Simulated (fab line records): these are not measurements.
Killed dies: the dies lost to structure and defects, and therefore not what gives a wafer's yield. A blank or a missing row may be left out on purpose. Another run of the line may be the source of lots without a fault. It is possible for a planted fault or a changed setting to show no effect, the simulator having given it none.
Struck lot and sound lot, side by side | flow n5-finfet | 15 out of 1938 route steps
Sound: the wafers L129.1, L129.2, L129.5. Struck: wafer L137.6. (L137.2, L137.4 of the same lot were not struck and are left out.) The cause comes at the end.
Each step with rows lists, per side, the tool, then ch with its chambers, then its first start. Under that, the readings that differ: sound wafers | struck wafers | difference of the means | sigmas: that difference in standard deviations of wafers without a fault.
alike: readings with means less than 2 such deviations apart, plus words and numbers identical on both sides. not compared: withheld readings, readings lacking a value on some wafer, bounds such as >300 that could conceal the same value, and numbers that have no deviation in the record and whose values overlap.
The two part at a step that has a row with sigmas, a row that says differs or no value, or rows on one side only. When numbers do not overlap yet have no deviation, they are printed without sigmas and do not part them. A reading that every wafer of one side lacks parts them only if that side has two wafers or more.

first, 7 steps without rows for these wafers: N5_BEOL_M5_COAT_71 (time 60 s, resist thk 5 nm); N5_BEOL_M5_COAT_05 (resist thk 30 nm); N5_BEOL_M5_EBR_07; N5_BEOL_M5_SOFTBAKE_06 (time 60 s); N5_BEOL_M5_EXPOSE_08 (exposes mask M5, target cd 28 nm); N5_BEOL_M5_PEB_09 (peb time 60 s); N5_BEOL_M5_DEVELOP_10 (develop time 30 s).
N5_BEOL_M5_CD_MEAS_11 targets a cd of 27.74 nm.
  sound on cd-sem-02 ch 0, day 10 03:29; struck on cd-sem-03 ch 0, day 12 08:31
  alike: cd-nm
N5_BEOL_M5_OVL_MEAS_12:
  sound on overlay-02 ch 0, day 10 03:31; struck on overlay-02 ch 0, day 12 08:34
  alike: M5_OVL
N5_BEOL_M5_INSPECT_13: inspects for defects (brightfield).
  sound: defect-inspect-01 at day 10 03:35; struck: defect-inspect-02 at day 12 08:37
  alike: raw-defect-count
N5_BEOL_M5_DESCUM_16: chemistry O2, time 7 s.
  sound on rie-diel-02 ch 1,3, day 10 03:37; struck on rie-diel-02 ch 3, day 12 08:38
  alike: chamber-pressure-mTorr, drypump-motor-current-A, o2-flow-sccm, oes-product-au, rf-vpp-V, showerhead-plenum-p-Torr, throttle-valve-pct
  not compared: rf-hours-counter-h
N5_BEOL_M5_ETCH_72: etches underlayer in N2/H2, target depth 6.5 nm, time 5.2 s.
  sound on rie-diel-02 ch 1,3, day 10 03:39; struck on rie-diel-02 ch 3, day 12 08:41
  alike: chamber-pressure-mTorr, drypump-motor-current-A, etch-rf-on-time-s, oes-product-au, rf-vpp-V, showerhead-plenum-p-Torr, throttle-valve-pct
  not compared: rf-hours-counter-h
N5_BEOL_M5_ETCH_61: etches SiARC in CF4, target depth 15.6 nm, time 26 s.
  sound on rie-diel-02 ch 1,3, day 10 03:40; struck on rie-diel-02 ch 3, day 12 08:41
  reading               | sound          | struck | difference | sigmas
  etch-rf-on-time-s (s) | 25.8 26.1 26.1 | 32.3   | +6.3       | +8
  alike: chamber-pressure-mTorr, drypump-motor-current-A, oes-product-au, rf-vpp-V, showerhead-plenum-p-Torr, throttle-valve-pct
  not compared: rf-hours-counter-h
N5_BEOL_M5_ETCH_62: etches SOC in N2/H2, target depth 75 nm, overetch 15 nm, time 112.5 s.
  sound on rie-diel-02 ch 1,3, day 10 03:42; struck on rie-diel-02 ch 3, day 12 08:43
  alike: chamber-pressure-mTorr, drypump-motor-current-A, oes-product-au, rf-vpp-V, showerhead-plenum-p-Torr, throttle-valve-pct
  not compared: rf-hours-counter-h
-- record jumps: 4 days separate the struck wafers' starts on either side; left off in module BEOL_M5, taken up again in module PASSIVATION, whose first shown step is the route's number 1936 --
N5_PASSIVATION_PROBE_49:
  sound: prober-01 at day 14 07:58; struck: prober-02 at day 16 11:43
  reading            | sound    | struck | difference | sigmas
  killed_at_M0_to_M3 | 30 32 32 | 56     | +25        | +2
  alike: defect-limited-yield, killed_at_M4_up, killed-at-contacts, killed-at-front-end, killed-at-other, killed-dies, killed-open, killed-short, sort_bin_5_function, sort_bin_6_memory, sort-n-pass, sort-yield-pct

WHERE THEY PART
Earliest at N5_BEOL_M5_ETCH_61; latest, in this record, at N5_PASSIVATION_PROBE_49.

WHY: the cause the simulator had injected
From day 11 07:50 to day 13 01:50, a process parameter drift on rie-diel-02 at N5_BEOL_M5_ETCH_61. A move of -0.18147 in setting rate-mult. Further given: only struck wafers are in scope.
